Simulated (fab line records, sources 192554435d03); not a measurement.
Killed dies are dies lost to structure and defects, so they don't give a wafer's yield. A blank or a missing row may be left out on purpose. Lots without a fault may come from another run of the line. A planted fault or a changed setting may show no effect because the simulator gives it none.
Problem report in the 8D (eight disciplines) form, filled by code | flow n5_finfet | the parts of the form that need people (team, actions taken, sign-off) are left out

1. THE PROBLEM
RS_SD_N at N5_SD_ACTIVATION_RS_MEAS_03 reads a mean of 20.15 ohm/sq on 6 wafers of 3 lots; wafers without a fault read 21.86 ohm/sq with a standard deviation of 0.23. That is -7.4 standard deviations from the usual mean.
The step: measures by four-point-probe.
First seen on wafer L992.5, day 5 20:23, on film_metro-01. The record holds 30 wafers of 10 lots with a number at this step. Rule for "out", or "out of limits": more than 4 standard deviations from the usual mean. The other wafers with a number count as sound.

2. WHAT IT IS AND WHAT IT IS NOT
question                    | is                                             | is not
which readings at this step | RS_SD_N                                        | RS_SD_P
which lots                  | L992, L994, L996                               | L101, L103, L106, L983, L986, L990, L999
which wafers of those lots  | L992.5, L994.5, L994.6, L996.3, L996.5, L996.6 | L992.1, L992.2, L994.2
read on which gauges        | film_metro-01, film_metro-02                   | -
when                        | from day 5 20:23                               | up to then (11 sound wafers); but 13 sound wafers of L101, L103, L106, L994, L999 came after

3. SUSPECTS, AND WHAT RULES EACH OUT
Counting: a tool at a process step up to the reading stays a suspect if it ran every lot that is out. Sound lots after the first of them don't rule it out here, since some wafers of a struck lot are sound.
- the gauge at N5_SD_ACTIVATION_RS_MEAS_03: ruled out. The wafers that are out were read on 2 gauges (film_metro-01, film_metro-02).
- laser_anneal-02 at N5_SD_ACTIVATION_LSA_01 (time 0.0008 s): kept. It ran every lot that is out, first L992 (day 5 20:10); its last sound lot up to then is L990 (day 5 07:02).
Left after counting: laser_anneal-02 at N5_SD_ACTIVATION_LSA_01.

4. THE CAUSE (what the simulator had put in)
Process parameter drift: laser_anneal-02, from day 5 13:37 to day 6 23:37, at N5_SD_ACTIVATION_LSA_01. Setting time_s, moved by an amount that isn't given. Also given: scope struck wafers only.
Counting left only this tool.

5. THE CHAIN OF EFFECTS, in route order
Each row: a reading whose mean over the struck wafers that have a number lies more than 3 standard deviations from the usual. Only readings for which the record gives a usual standard deviation are gone through. hours: the time from each lot's start at the first step in this table that gives one to its start at this step, as a median over the lots. sigmas: the change in usual standard deviations.
hours | step                        | reading    | usual        | on struck wafers | change | sigmas
0     | N5_SD_ACTIVATION_RS_MEAS_03 | RS_SD_N    | 21.86 ohm/sq | 20.15            | -1.71  | -7.4
118   | N5_BEOL_M4_RC_MEAS_101      | RC_DENSE_N | 19.0 ohm.um  | 17.5             | -1.5   | -4.2
118   | N5_BEOL_M4_RC_MEAS_101      | RC_N       | 15.47 ohm.um | 14.28            | -1.19  | -4.3
118   | N5_BEOL_M4_RC_MEAS_101      | RS_SD_N    | 28.3 ohm/sq  | 26.4             | -1.9   | -5.7
Later measuring or inspecting steps at which every struck wafer that the step has a row for has a number for every such reading, and none has moved that far: N5_ILD0_THK_MEAS_08, N5_ILD0_THK_MEAS_13.

6. WHAT WOULD HAVE CAUGHT IT SOONER
In this record the first reading out of limits at a measuring or inspecting step was taken at day 5 20:23, 7 hours after the fault began at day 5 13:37.
Of the tool readings at N5_SD_ACTIVATION_LSA_01 for which the record gives a usual standard deviation, none was out on any struck wafer, so an alarm limit of 4 standard deviations on them would not have fired.
Of the lots that are out (3), L994, L996 began N5_SD_ACTIVATION_LSA_01 on laser_anneal-02 after day 5 20:23. A hold on the tool at that time would have spared those 2.
